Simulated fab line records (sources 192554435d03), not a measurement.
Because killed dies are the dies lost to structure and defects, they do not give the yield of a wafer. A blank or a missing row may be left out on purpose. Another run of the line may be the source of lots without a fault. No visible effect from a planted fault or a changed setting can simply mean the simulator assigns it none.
fab line records | flow n5_finfet
record: lots: 24 wafers: 72 last_day: 20
route steps=1938 shown MOL_CONTACT_COAG@584 BEOL_M0_SAQP@676
lots with no fault: from the same line, run without faults
start_h: hours from the record's first day to the start of the lot's first wafer shown | wait_h: time in hours since the lot's previous step | " as in the row above | L1.1+2: several wafers, shown together as one row | - either no value or no given start | * or withheld: withheld | < > ~ a bound
route shown NAME@n: names a module that has steps shown in the file, with the first one's number in the route | usual: the fault-free wafers' mean and standard deviation | same: alike in all rows | chamber/n: place in a boat | sites: readings site by site | _std_site: standard deviation across them | _edge_site: inner sites' mean taken away from outer sites' mean | radius_mm: for every site, how far away it sits from the centre of the wafer | mask NAME#n: copy n | behind: tool/chamber where the wafer was last shaped | hold: reason for holding the lot/hours on hold/outcome of the hold | device: names the non-switching transistor (n, p or np) | end of line: at the end of the route, the tests of the same wafers | for a step that has no rows: nothing shown but its recipe | killed: at the first sort, the dies lost to defects and structure; wafer yield is something else | map: a wafer's dies, marking killed ones x, the rest . and places with no die _
set.NAME: the run value of the setting; set.NAME@STEP: its run value at that earlier step | model.NAME: the simulator's own value behind a step, which no gauge read
the route's steps for a sample of lots (tables are steps, rows are wafers)
services: the hour from which a tool's chamber was out of use, counted from the record's first day as start_h (under 0 if before that day), plus the number of hours and why
== steps ==
step: N5_MOL_CONTACT_COAG_ETCHBACK_135
recipe: chemistry: CHF3 target: SiO2 target_depth_a: 250 time_s: 16.7 ion_energy_ev: 200 pressure_mtorr: 30 source_w: 610 bias_w: 170 Ar_flow_sccm: 200 CHF3_flow_sccm: 50
usual: drypump_motor_current_A: 5.8/0.48 oes_product_au: 0.78/0.088 rf_vpp_V: 525/5.4 showerhead_plenum_p_Torr: 2.39/0.049 throttle_valve_pct: 18.82/0.18
columns lot.wafer tool chamber start_h wait_h drypump_motor_current_A oes_product_au rf_hours_counter_h rf_vpp_V showerhead_plenum_p_Torr throttle_valve_pct
L074.1 rie_diel-01 2 103.35 0.0 5.0 0.71 216 536 2.45 18.68
L074.3 " 3 " " 5.2 0.80 98 517 2.40 18.95
L074.5 " 0 " " 6.5 0.92 - 528 2.34 18.62
L075.2 rie_diel-04 2 109.34 0.0 5.6 0.72 155 522 2.39 19.00
L075.3 " 0 " " 6.2 0.68 230 532 2.44 18.83
L075.6 " 2 " " 5.5 0.73 - 524 2.39 19.00
L076.1 rie_diel-05 1 110.21 0.0 6.6 0.79 121 520 2.39 18.56
L076.2 " 0 " " 5.7 0.85 52 527 2.52 18.80
L076.4 " 2 " " 6.1 0.74 180 525 2.46 18.98
L077.2 rie_diel-04 1 115.99 0.0 6.2 0.69 234 526 2.35 18.90
L077.5 " 1 " " 6.2 0.69 - 528 2.35 18.92
L077.6 " 0 " " 6.2 0.68 - 532 2.44 18.84
L078.1 rie_diel-05 3 122.96 0.0 6.0 0.83 75 522 2.32 18.91
L078.4 " 2 " " 6.0 0.74 185 524 2.46 19.00
L078.6 " 1 " " 6.6 0.80 - 519 2.39 18.57
L079.1 rie_diel-05 1 130.61 0.0 6.6 0.78 129 519 2.39 18.56
L079.3 " 3 " " 5.9 0.83 77 521 2.32 18.89
L079.5 " 1 " " 6.6 0.80 - 519 2.39 18.56
L080.1 rie_diel-01 1 136.49 0.0 5.7 0.77 152 520 2.38 18.90
L080.3 " 0 " " 6.5 0.88 36 529 2.34 18.62
L080.5 " 2 " " 5.0 0.70 - 537 2.45 18.70
L081.2 rie_diel-04 3 141.32 0.0 5.5 0.97 5 527 2.44 18.57
L081.5 " 2 " " 5.5 0.72 - 522 2.38 19.03
L081.6 " 3 " " 5.5 0.98 - 529 2.44 18.56
L082.2 rie_diel-04 3 145.94 0.0 5.5 0.96 7 527 2.44 18.57
L082.3 " 2 " " 5.5 0.71 170 522 2.38 19.04
L082.5 " 0 " " 6.2 0.67 - 531 2.44 18.87
L083.3 rie_diel-04 3 153.99 0.0 5.5 0.96 10 527 2.44 18.60
L083.4 " 2 " " 5.5 0.72 174 522 2.38 19.02
L083.5 " 2 " " 5.5 0.72 - 521 2.38 19.04
L084.2 rie_diel-04 1 157.55 0.0 6.3 0.67 251 526 2.34 18.93
L084.4 " 0 " " 6.2 0.67 - 531 2.44 18.87
L084.5 " 3 " " 5.5 0.94 - 528 2.44 18.58
L085.2 rie_diel-01 0 164.12 0.0 6.5 0.87 47 529 2.34 18.67
L085.3 " 3 " " 5.2 0.78 121 516 2.39 18.98
L085.4 " 1 " " 5.6 0.77 164 522 2.38 18.90
L086.2 rie_diel-05 2 173.57 0.0 6.1 0.73 192 524 2.45 19.01
L086.3 " 0 " " 5.7 0.82 70 529 2.51 18.80
L086.4 " 1 " " 6.6 0.78 139 519 2.39 18.60
L087.1 rie_diel-04 3 180.40 0.0 5.5 0.92 20 527 2.44 18.60
L087.4 " 3 " " 5.5 0.92 - 528 2.44 18.59
L087.6 " 2 " " 5.5 0.71 - 523 2.38 19.05
L088.1 rie_diel-01 0 182.09 0.0 6.5 0.86 53 527 2.33 18.68
L088.2 " 2 " " 4.9 0.69 244 536 2.44 18.73
L088.4 " 1 " " 5.7 0.76 169 521 2.38 18.90
L089.2 rie_diel-01 0 189.71 0.0 6.5 0.86 55 531 2.33 18.67
L089.3 " 3 " " 5.2 0.77 130 517 2.39 19.00
L089.5 " 3 " " 5.2 0.77 - 517 2.39 19.01
L090.2 rie_diel-04 2 196.52 0.0 5.6 0.69 189 523 2.37 19.05
L090.3 " 0 " " 6.2 0.94 4 532 2.43 18.47
L090.6 " 2 " " 5.5 0.70 - 520 2.37 19.06
L091.1 rie_diel-01 0 217.69 0.0 6.5 0.84 66 528 2.33 18.69
L091.3 " 1 " " 5.6 0.74 182 519 2.37 18.92
L091.6 " 3 " " 5.2 0.75 - 515 2.38 19.04
L092.1 rie_diel-01 3 218.13 0.0 5.2 0.75 141 517 2.38 19.01
L092.2 " 1 " " 5.6 0.75 183 521 2.37 18.92
L092.6 " 1 " " 5.6 0.75 - 520 2.37 18.91
L093.3 rie_diel-01 0 223.02 0.0 6.5 0.84 68 528 2.33 18.68
L093.4 " 1 " " 5.7 0.74 - 520 2.37 18.92
L093.5 " 3 " " 5.2 0.75 - 514 2.38 19.02
L094.1 rie_diel-01 2 229.80 0.0 5.0 1.00 1 536 2.44 18.35
L094.2 " 3 " " 5.2 0.74 146 517 2.38 19.03
L094.3 " 1 " " 5.6 0.74 188 520 2.37 18.93
L095.4 rie_diel-05 3 233.20 0.0 6.0 0.80 109 522 2.30 18.95
L095.5 " 1 " " 6.6 0.77 - 519 2.38 18.62
L095.6 " 2 " " 6.0 0.72 - 524 2.45 19.04
L096.2 rie_diel-04 2 240.67 0.0 5.5 0.68 204 520 2.37 19.08
L096.3 " 3 " " 5.5 0.89 41 528 2.43 18.62
L096.6 " 3 " " 5.5 0.88 - 525 2.43 18.64
L097.1 rie_diel-04 0 241.28 0.0 6.2 0.91 14 532 2.43 18.50
L097.2 " 2 " " 5.5 0.70 204 522 2.37 19.08
L097.5 " 1 " " 6.3 0.94 - 525 2.34 18.54
step: N5_MOL_CONTACT_COAG_STRIP_96
recipe: chemistry: N2/H2 power_w: 500 temp_c: 40 pressure_mtorr: 50 rf_frequency_hz: 6e+07 overash_fraction: 0.3 bias_power_w: 28 h2_frac: 0.5 n2_flow_sccm: 300 h2_flow_sccm: 300
usual: drypump_motor_current_A: 5.8/0.49 oes_product_au: 0.78/0.089 rf_vpp_V: 121.8/1.3 showerhead_plenum_p_Torr: 3.38/0.072 throttle_valve_pct: 19.04/0.25
columns lot.wafer tool chamber start_h wait_h drypump_motor_current_A oes_product_au rf_hours_counter_h rf_vpp_V showerhead_plenum_p_Torr throttle_valve_pct
L074.1 rie_diel-01 2 103.45 0.0 5.0 0.71 216 122.6 3.45 18.62
L074.3 " 3 " " 5.2 0.79 98 121.1 3.40 19.04
L074.5 " 0 " " 6.5 0.92 - 122.3 3.30 18.85
L075.2 rie_diel-04 2 109.44 0.0 5.6 0.72 155 121.5 3.35 19.38
L075.3 " 0 " " 6.2 0.69 230 122.3 3.45 18.93
L075.6 " 2 " " 5.6 0.72 - 120.3 3.35 19.40
L076.1 rie_diel-05 1 110.31 0.0 6.6 0.80 121 123.0 3.38 19.06
L076.2 " 0 " " 5.7 0.85 52 122.8 3.56 19.19
L076.4 " 2 " " 6.1 0.74 180 122.9 3.48 19.05
L077.2 rie_diel-04 1 116.09 0.0 6.3 0.69 234 119.9 3.31 18.92
L077.5 " 1 " " 6.3 0.68 - 121.9 3.31 18.95
L077.6 " 0 " " 6.2 0.69 - 120.8 3.45 18.90
L078.1 rie_diel-05 3 123.06 0.0 6.0 0.84 75 119.4 3.26 18.91
L078.4 " 2 " " 6.1 0.75 185 122.6 3.48 19.06
L078.6 " 1 " " 6.7 0.80 - 122.3 3.38 19.10
L079.1 rie_diel-05 1 130.71 0.0 6.6 0.79 129 120.7 3.38 19.08
L079.3 " 3 " " 6.0 0.83 77 120.5 3.25 18.92
L079.5 " 1 " " 6.6 0.79 - 123.1 3.38 19.06
L080.1 rie_diel-01 1 136.59 0.0 5.6 0.77 152 121.8 3.36 19.34
L080.3 " 0 " " 6.5 0.89 36 122.8 3.29 18.86
L080.5 " 2 " " 5.0 0.71 - 122.1 3.44 18.64
L081.2 rie_diel-04 3 141.42 0.0 5.5 0.97 5 123.1 3.44 18.99
L081.5 " 2 " " 5.6 0.72 - 122.7 3.34 19.39
L081.6 " 3 " " 5.5 0.97 - 124.2 3.44 19.00
L082.2 rie_diel-04 3 146.04 0.0 5.5 0.97 7 123.9 3.44 19.01
L082.3 " 2 " " 5.6 0.72 170 124.2 3.34 19.40
L082.5 " 0 " " 6.2 0.68 - 121.3 3.44 18.95
L083.3 rie_diel-04 3 154.09 0.0 5.5 0.96 10 122.1 3.44 19.00
L083.4 " 2 " " 5.6 0.71 174 121.3 3.34 19.40
L083.5 " 2 " " 5.5 0.71 - 120.8 3.34 19.40
L084.2 rie_diel-04 1 157.65 0.0 6.2 0.67 251 120.6 3.30 18.94
L084.4 " 0 " " 6.2 0.68 - 119.5 3.44 18.95
L084.5 " 3 " " 5.5 0.95 - 123.0 3.44 19.00
L085.2 rie_diel-01 0 164.22 0.0 6.5 0.87 47 121.0 3.29 18.88
L085.3 " 3 " " 5.2 0.77 121 120.5 3.39 19.08
L085.4 " 1 " " 5.6 0.76 164 123.6 3.35 19.35
L086.2 rie_diel-05 2 173.67 0.0 6.1 0.74 192 122.3 3.47 19.06
L086.3 " 0 " " 5.7 0.82 70 122.1 3.55 19.20
L086.4 " 1 " " 6.6 0.78 139 120.3 3.37 19.09
L087.1 rie_diel-04 3 180.55 0.1 5.5 0.94 20 121.0 3.44 19.02
L087.4 " 3 " " 5.5 0.93 - 122.8 3.44 19.02
L087.6 " 2 " " 5.6 0.71 - 121.1 3.34 19.42
L088.1 rie_diel-01 0 182.19 0.0 6.6 0.85 53 119.5 3.28 18.88
L088.2 " 2 " " 5.0 0.69 244 122.1 3.43 18.69
L088.4 " 1 " " 5.7 0.75 169 118.3 3.35 19.34
L089.2 rie_diel-01 0 189.81 0.0 6.5 0.87 55 121.2 3.28 18.87
L089.3 " 3 " " 5.2 0.75 130 123.6 3.38 19.07
L089.5 " 3 " " 5.2 0.75 - 122.2 3.38 19.11
L090.2 rie_diel-04 2 196.62 0.0 5.6 0.70 189 120.8 3.33 19.42
L090.3 " 0 " " 6.2 0.95 4 121.9 3.44 18.55
L090.6 " 2 " " 5.5 0.71 - 122.2 3.33 19.44
L091.1 rie_diel-01 0 217.79 0.0 6.6 0.85 66 119.5 3.28 18.89
L091.3 " 1 " " 5.6 0.74 183 120.1 3.34 19.39
L091.6 " 3 " " 5.2 0.75 - 121.7 3.38 19.11
L092.1 rie_diel-01 3 218.23 0.0 5.2 0.76 141 119.9 3.38 19.11
L092.2 " 1 " " 5.7 0.75 183 122.3 3.34 19.37
L092.6 " 1 " " 5.7 0.75 - 120.8 3.34 19.37
L093.3 rie_diel-01 0 223.12 0.0 6.5 0.85 68 121.8 3.28 18.92
L093.4 " 1 " " 5.6 0.74 - 119.7 3.34 19.36
L093.5 " 3 " " 5.2 0.75 - 121.0 3.38 19.12
L094.1 rie_diel-01 2 229.90 0.0 5.0 1.00 1 122.7 3.43 18.29
L094.2 " 3 " " 5.2 0.75 146 123.8 3.37 19.12
L094.3 " 1 " " 5.7 0.75 188 121.7 3.34 19.38
L095.4 rie_diel-05 3 233.30 0.0 6.0 0.80 109 121.7 3.24 18.96
L095.5 " 1 " " 6.6 0.77 - 119.9 3.36 19.12
L095.6 " 2 " " 6.0 0.72 - 121.1 3.46 19.08
L096.2 rie_diel-04 2 240.77 0.0 5.6 0.71 204 122.1 3.33 19.44
L096.3 " 3 " " 5.6 0.89 41 123.8 3.42 19.07
L096.6 " 3 " " 5.5 0.88 - 123.0 3.42 19.08
L097.1 rie_diel-04 0 241.38 0.0 6.2 0.90 14 119.4 3.43 18.54
L097.2 " 2 " " 5.6 0.69 204 121.2 3.33 19.47
L097.5 " 1 " " 6.2 0.95 - 121.7 3.29 18.54
step: N5_MOL_CONTACT_COAG_INSPECT_42
recipe: mode: adi inspect_instrument: brightfield
usual: raw_defect_count: 194/49
columns lot.wafer tool chamber start_h wait_h raw_defect_count
L074.1 defect_inspect-02 - 104.12 0.1 157
L074.3 " - " " 233
L074.5 " - " " 216
L075.2 defect_inspect-01 - 110.24 0.0 185
L075.3 " - " " 166
L075.6 " - " " 185
L076.1 defect_inspect-01 - 110.99 0.1 189
L076.2 " - " " 149
L076.4 " - " " 190
L077.2 defect_inspect-01 - 116.77 0.0 154
L077.5 " - " " 222
L077.6 " - " " 242
L078.1 defect_inspect-02 - 123.75 0.1 207
L078.4 " - " " 229
L078.6 " - " " 234
L079.1 defect_inspect-02 - 131.51 0.1 97
L079.3 " - " " 151
L079.5 " - " " 116
L080.1 defect_inspect-02 - 137.26 0.1 175
L080.3 " - " " 204
L080.5 " - " " 172
L081.2 defect_inspect-01 - 142.23 0.0 142
L081.5 " - " " 215
L081.6 " - " " 144
L082.2 defect_inspect-02 - 146.90 0.0 155
L082.3 " - " " 131
L082.5 " - " " 81
L083.3 defect_inspect-02 - 154.98 0.0 305
L083.4 " - " " 195
L083.5 " - " " 216
L084.2 defect_inspect-01 - 158.37 0.0 156
L084.4 " - " " 195
L084.5 " - " " 127
L085.2 defect_inspect-01 - 164.89 0.0 259
L085.3 " - " " 188
L085.4 " - " " 219
L086.2 defect_inspect-02 - 174.47 0.0 182
L086.3 " - " " 240
L086.4 " - " " 147
L087.1 defect_inspect-02 - 181.28 0.1 221
L087.4 " - " " 108
L087.6 " - " " 208
L088.1 defect_inspect-02 - 182.86 0.1 175
L088.2 " - " " 214
L088.4 " - " " 175
L089.2 defect_inspect-02 - 199.20 0.0 145
L089.3 " - " " 212
L089.5 " - " " 192
L090.2 defect_inspect-01 - 200.20 0.0 196
L090.3 " - " " 231
L090.6 " - " " 201
L091.1 defect_inspect-02 - 218.46 0.1 188
L091.3 " - " " 223
L091.6 " - " " 177
L092.1 defect_inspect-01 - 218.90 0.1 134
L092.2 " - " " 153
L092.6 " - " " 166
L093.3 defect_inspect-02 - 223.80 0.0 225
L093.4 " - " " 143
L093.5 " - " " 222
L094.1 defect_inspect-02 - 230.70 0.1 199
L094.2 " - " " 156
L094.3 " - " " 128
L095.4 defect_inspect-01 - 234.11 0.0 284
L095.5 " - " " 201
L095.6 " - " " 311
L096.2 defect_inspect-01 - 241.44 0.0 167
L096.3 " - " " 192
L096.6 " - " " 162
L097.1 defect_inspect-02 - 242.18 0.1 129
L097.2 " - " " 156
L097.5 " - " " 160
step: N5_BEOL_M0_SAQP_SPACER2_ALD_26
recipe: material: SiO2 target_thk_a: 150 temp_c: 300 ald_precursor_family: BDEAS ald_co_reactant: O2-plasma pulse_time_s: 1 purge_time_s: 2 co_reactant_purge_time_s: 2 pressure_torr: 2
usual: heater_power_w: 456/42 precursor_pulse_height_rel: 1.002/0.021
same: purge_time_s: 2
columns lot.wafer tool chamber start_h wait_h heater_power_w precursor_pulse_height_rel
L074.1 ald_sin-01 2 114.97 0.1 422 1.020
L074.3 " 3 " " 477 1.014
L074.5 " 3 " " 482 1.007
L075.2 ald_sin-03 1 120.41 0.1 468 1.008
L075.3 " 2 " " 448 1.012
L075.6 " 0 " " 409 1.000
L076.1 ald_sin-01 1 123.17 0.2 504 0.990
L076.2 " 2 " " 415 1.051
L076.4 " 0 " " 418 1.034
L077.2 ald_sin-04 2 126.20 0.1 580 1.013
L077.5 " 3 " " 455 0.997
L077.6 " 0 " " 485 1.019
L078.1 ald_sin-01 2 136.26 0.2 414 0.981
L078.4 " 0 " " 437 0.962
L078.6 " 0 " " 435 1.014
L079.1 ald_sin-03 0 142.60 2.2 390 0.988
L079.3 " 3 " " 438 0.999
L079.5 " 2 " " 449 1.005
L080.1 ald_sin-04 3 148.52 0.1 444 1.008
L080.3 " 2 " " 565 1.012
L080.5 " 2 " " 556 0.974
L081.2 ald_sin-03 2 152.88 0.1 449 0.987
L081.5 " 2 " " 448 0.988
L081.6 " 1 " " 466 0.989
L082.2 ald_sin-03 1 157.83 0.1 478 0.972
L082.3 " 3 " " 428 1.016
L082.5 " 0 " " 410 0.985
L083.3 ald_sin-01 3 164.36 0.1 469 1.018
L083.4 " 0 " " 427 0.986
L083.5 " 1 " " 519 0.992
L084.2 ald_sin-01 2 168.94 0.1 414 0.975
L084.4 " 3 " " 478 1.002
L084.5 " 0 " " 427 0.989
L085.2 ald_sin-01 1 179.00 0.1 507 1.049
L085.3 " 3 " " 478 1.000
L085.4 " 2 " " 418 1.028
L086.2 ald_sin-01 1 184.82 0.1 501 0.942
L086.3 " 3 " " 474 1.017
L086.4 " 0 " " 431 1.014
L087.1 ald_sin-03 2 191.65 0.1 442 0.994
L087.4 " 3 " " 424 1.025
L087.6 " 2 " " 446 1.015
L088.1 ald_sin-01 1 195.76 0.1 510 0.993
L088.2 " 0 " " 424 1.045
L088.4 " 3 " " 472 0.996
L089.2 ald_sin-03 3 208.74 0.1 427 1.016
L089.3 " 1 " " 465 0.998
L089.5 " 1 " " 462 1.031
L090.2 ald_sin-01 0 215.28 1.5 433 1.029
L090.3 " 2 " " 414 0.976
L090.6 " 0 " " 432 1.010
L091.1 ald_sin-04 2 228.06 0.1 597 0.991
L091.3 " 0 " " 482 1.024
L091.6 " 1 " " 422 1.016
L092.1 ald_sin-04 1 233.05 0.2 414 1.006
L092.2 " 3 " " 434 1.024
L092.6 " 1 " " 421 1.018
L093.3 ald_sin-01 2 237.05 0.2 412 1.010
L093.4 " 0 " " 431 0.972
L093.5 " 2 " " 418 1.024
L094.1 ald_sin-03 1 239.99 0.1 478 1.010
L094.2 " 0 " " 399 1.015
L094.3 " 2 " " 445 1.011
L095.4 ald_sin-03 2 243.03 0.1 440 0.991
L095.5 " 2 " " 451 1.003
L095.6 " 1 " " 473 1.041
L096.2 ald_sin-01 1 251.27 0.4 507 0.973
L096.3 " 3 " " 469 1.028
L096.6 " 3 " " 478 0.996
L097.1 ald_sin-04 3 254.77 0.5 436 0.985
L097.2 " 1 " " 420 1.000
L097.5 " 3 " " 431 0.988
step: N5_BEOL_M0_SAQP_OVL_MEAS_41
recipe: points_per_wafer: 522
usual: M0_CUT1_OVL: 0.1/0.67
columns lot.wafer tool chamber start_h wait_h M0_CUT1_OVL[nm]
L074.1 overlay-02 0 116.25 0.0 -0.7
L074.3 " 0 " " -0.6
L074.5 " 0 " " -1.1
L075.2 overlay-02 0 121.50 0.0 0.8
L075.3 " 0 " " 0.4
L075.6 " 0 " " 1.0
L076.1 overlay-02 0 124.52 0.0 -0.3
L076.2 " 0 " " 0.5
L076.4 " 0 " " 0.0
L077.2 overlay-02 0 127.46 0.0 -0.5
L077.5 " 0 " " -0.3
L077.6 " 0 " " 0.2
L078.1 overlay-01 0 137.43 0.0 -1.0
L078.4 " 0 " " -1.0
L078.6 " 0 " " -1.6
L079.1 overlay-02 0 143.81 0.0 0.8
L079.3 " 0 " " 0.4
L079.5 " 0 " " -0.1
L080.1 overlay-01 0 149.73 0.0 1.1
L080.3 " 0 " " 1.5
L080.5 " 0 " " 0.6
L081.2 overlay-02 0 153.97 0.0 0.8
L081.5 " 0 " " 0.7
L081.6 " 0 " " 0.2
L082.2 overlay-02 0 159.05 0.0 1.4
L082.3 " 0 " " 1.2
L082.5 " 0 " " 1.4
L083.3 overlay-01 0 165.59 0.0 0.2
L083.4 " 0 " " -0.4
L083.5 " 0 " " -0.6
L084.2 overlay-02 0 170.03 0.0 0.6
L084.4 " 0 " " 0.1
L084.5 " 0 " " -0.5
L085.2 overlay-02 0 180.10 0.0 -0.2
L085.3 " 0 " " -0.4
L085.4 " 0 " " -0.8
L086.2 overlay-01 0 186.16 0.0 0.3
L086.3 " 0 " " 1.3
L086.4 " 0 " " 0.6
L087.1 overlay-01 0 192.86 0.0 0.1
L087.4 " 0 " " -0.3
L087.6 " 0 " " 0.3
L088.1 overlay-01 0 196.97 0.0 -0.4
L088.2 " 0 " " -0.5
L088.4 " 0 " " 0.7
L089.2 overlay-01 0 209.83 0.0 0.9
L089.3 " 0 " " 0.3
L089.5 " 0 " " 0.1
L090.2 overlay-02 0 216.50 0.0 0.3
L090.3 " 0 " " -0.4
L090.6 " 0 " " 0.2
L091.1 overlay-01 0 229.20 0.0 -0.4
L091.3 " 0 " " 0.2
L091.6 " 0 " " -0.1
L092.1 overlay-02 0 234.13 0.0 -0.1
L092.2 " 0 " " 0.4
L092.6 " 0 " " 0.3
L093.3 overlay-01 0 238.27 0.0 0.5
L093.4 " 0 " " 1.3
L093.5 " 0 " " 1.5
L094.1 overlay-01 0 241.19 0.0 0.0
L094.2 " 0 " " -0.9
L094.3 " 0 " " 0.1
L095.4 overlay-02 0 244.25 0.0 0.5
L095.5 " 0 " " -0.6
L095.6 " 0 " " 0.5
L096.2 overlay-01 0 252.54 0.0 -0.1
L096.3 " 0 " " 0.8
L096.6 " 0 " " -0.1
L097.1 overlay-01 0 256.67 0.0 0.8
L097.2 " 0 " " -0.1
L097.5 " 0 " " -0.4
step: N5_BEOL_M0_SAQP_STRIP_75
recipe: chemistry: CF4 resist: SiARC power_w: 300 bias_power_w: 75 pressure_mtorr: 50 cf4_flow_sccm: 150 rf_frequency_hz: 6e+07
usual: drypump_motor_current_A: 5.6/0.47 oes_product_au: 0.188/0.021 rf_vpp_V: 271.3/1.6 showerhead_plenum_p_Torr: 1.80/0.064 throttle_valve_pct: 13.56/0.27
columns lot.wafer tool chamber start_h wait_h drypump_motor_current_A oes_product_au rf_hours_counter_h rf_vpp_V showerhead_plenum_p_Torr throttle_valve_pct
L074.1 rie_diel-02 2 117.25 0.1 6.0 0.175 145 273.7 1.87 13.66
L074.3 " 1 " " 6.3 0.223 5 271.2 1.83 13.17
L074.5 " 1 " " 6.3 0.223 - 272.1 1.83 13.19
L075.2 rie_diel-03 0 122.76 0.1 4.7 0.211 25 270.4 1.77 13.31
L075.3 " 1 " " 6.1 0.167 203 272.9 1.85 13.71
L075.6 " 2 " " 5.3 0.165 - 269.1 1.70 13.81
L076.1 rie_diel-02 2 125.64 0.1 6.0 0.177 148 273.0 1.87 13.67
L076.2 " 0 " " 5.6 0.219 3 270.8 1.76 13.28
L076.4 " 3 " " 5.8 0.186 75 268.8 1.75 13.87
L077.2 rie_diel-02 3 128.46 0.1 5.8 0.185 76 268.8 1.75 13.85
L077.5 " 3 " " 5.8 0.182 - 271.3 1.75 13.86
L077.6 " 2 " " 6.0 0.177 - 273.3 1.87 13.67
L078.1 rie_diel-03 1 138.81 0.1 6.0 0.170 208 272.0 1.84 13.69
L078.4 " 2 " " 5.3 0.168 226 270.4 1.70 13.84
L078.6 " 0 " " 4.8 0.200 - 270.4 1.77 13.32
L079.1 rie_diel-03 2 144.81 0.1 5.3 0.161 228 269.3 1.70 13.85
L079.3 " 3 " " 5.5 0.220 4 275.2 1.91 13.27
L079.5 " 3 " " 5.5 0.214 - 273.9 1.91 13.29
L080.1 rie_diel-06 3 150.73 0.1 5.5 0.163 196 270.1 1.78 13.86
L080.3 " 1 " " 5.6 0.162 205 272.4 1.86 14.01
L080.5 " 1 " " 5.6 0.164 - 273.1 1.86 14.01
L081.2 rie_diel-02 1 155.16 0.1 6.3 0.216 16 272.5 1.83 13.21
L081.5 " 1 " " 6.4 0.214 - 272.6 1.83 13.23
L081.6 " 2 " " 6.0 0.176 - 274.1 1.87 13.68
L082.2 rie_diel-02 2 160.91 0.1 6.0 0.177 157 272.4 1.87 13.69
L082.3 " 0 " " 5.6 0.211 13 269.4 1.76 13.31
L082.5 " 1 " " 6.3 0.215 - 272.9 1.83 13.22
L083.3 rie_diel-02 3 166.81 0.1 5.8 0.182 86 269.5 1.75 13.88
L083.4 " 1 " " 6.4 0.206 20 271.9 1.83 13.22
L083.5 " 2 " " 6.0 0.167 - 271.5 1.87 13.70
L084.2 rie_diel-03 1 171.03 0.1 6.1 0.166 216 273.2 1.84 13.71
L084.4 " 3 " " 5.5 0.209 12 275.8 1.91 13.30
L084.5 " 3 " " 5.5 0.215 - 273.5 1.91 13.31
L085.2 rie_diel-03 2 181.28 0.1 5.3 0.161 237 269.1 1.70 13.86
L085.3 " 3 " " 5.5 0.216 14 272.4 1.91 13.30
L085.4 " 0 " " 4.8 0.199 41 270.7 1.76 13.34
L086.2 rie_diel-03 2 187.36 0.1 5.3 0.164 239 269.5 1.70 13.86
L086.3 " 1 " " 6.1 0.164 221 272.6 1.84 13.74
L086.4 " 0 " " 4.7 0.190 44 270.0 1.76 13.34
L087.1 rie_diel-02 3 193.86 0.1 5.8 0.182 92 270.6 1.75 13.89
L087.4 " 2 " " 6.1 0.164 167 273.4 1.87 13.71
L087.6 " 1 " " 6.3 0.204 - 271.0 1.83 13.23
L088.1 rie_diel-03 2 197.97 0.1 5.3 0.161 242 269.1 1.70 13.87
L088.2 " 3 " " 5.5 0.210 18 272.1 1.91 13.32
L088.4 " 1 " " 6.0 0.171 223 273.7 1.84 13.74
L089.2 rie_diel-03 1 210.83 0.1 6.0 0.162 227 272.1 1.84 13.75
L089.3 " 3 " " 5.5 0.212 21 272.6 1.91 13.32
L089.5 " 1 " " 6.0 0.166 - 270.9 1.84 13.74
L090.2 rie_diel-03 0 217.67 0.1 4.7 0.199 51 271.2 1.76 13.37
L090.3 " 3 " " 5.5 0.204 23 272.6 1.90 13.33
L090.6 " 3 " " 5.5 0.216 - 274.5 1.90 13.34
L091.1 rie_diel-06 1 230.28 0.1 5.6 0.162 225 270.6 1.85 14.07
L091.3 " 0 " " 5.2 0.210 23 270.7 1.76 13.30
L091.6 " 1 " " 5.6 0.166 - 271.9 1.85 14.06
L092.1 rie_diel-03 0 235.45 0.1 4.8 0.193 57 270.3 1.76 13.39
L092.2 " 3 " " 5.5 0.201 30 273.5 1.90 13.34
L092.6 " 0 " " 4.8 0.188 - 271.7 1.76 13.38
L093.3 rie_diel-06 3 240.01 0.1 5.4 0.161 217 271.3 1.77 13.92
L093.4 " 1 " " 5.6 0.160 227 270.7 1.85 14.06
L093.5 " 3 " " 5.4 0.160 - 269.8 1.77 13.91
L094.1 rie_diel-03 0 242.20 0.1 4.8 0.188 61 268.8 1.76 13.40
L094.2 " 3 " " 5.5 0.201 33 273.3 1.90 13.35
L094.3 " 1 " " 6.0 0.167 238 271.6 1.84 13.77
L095.4 rie_diel-02 3 245.29 0.0 5.8 0.184 - 268.6 1.74 13.93
L095.5 " 2 " " 6.0 0.169 - 272.8 1.86 13.74
L095.6 " 0 " " 5.6 0.200 - 271.9 1.75 13.35
L096.2 rie_diel-02 0 253.54 0.1 5.6 0.196 45 269.8 1.75 13.37
L096.3 " 2 " " 6.0 0.170 187 270.3 1.86 13.75
L096.6 " 0 " " 5.6 0.204 - 269.7 1.75 13.38
L097.1 rie_diel-06 1 257.69 0.1 5.6 0.157 231 271.5 1.85 14.08
L097.2 " 0 " " 5.2 0.201 30 270.7 1.76 13.33
L097.5 " 3 " " 5.4 0.162 - 271.0 1.77 13.92
== services ==
columns tool chamber start_h hours kind
rie_diel-03 1 92.93 14.9 repair
rie_diel-04 3 101.78 - clean
rie_diel-04 3 101.78 - consumable_replace:focus_ring
rie_diel-04 3 101.78 28.4 scheduled_down
rie_diel-04 3 101.78 28.4 vent_cycle
rie_diel-04 - 119.54 2.3 repair
rie_diel-06 2 125.76 11.1 repair
rie_diel-05 - 132.88 14.6 pm
rie_diel-03 1 145.19 1.6 repair
rie_diel-06 - 158.33 2.8 pm
rie_diel-04 0 160.67 - clean
rie_diel-06 2 163.27 9.2 repair
rie_diel-05 1 173.90 8.8 repair
rie_diel-04 1 176.16 8.1 repair
rie_diel-03 - 177.21 0.8 repair
ald_sin-04 - 178.82 14.0 pm
rie_diel-01 0 182.28 1.9 repair
rie_diel-01 2 190.80 1.6 repair
ald_sin-01 - 211.62 0.5 repair
rie_diel-02 2 214.00 6.4 repair
rie_diel-04 0 214.62 7.9 repair
rie_diel-02 1 219.30 40.8 repair
rie_diel-05 - 236.95 2.4 repair
rie_diel-06 3 252.54 2.8 repair
== key ==
fault none
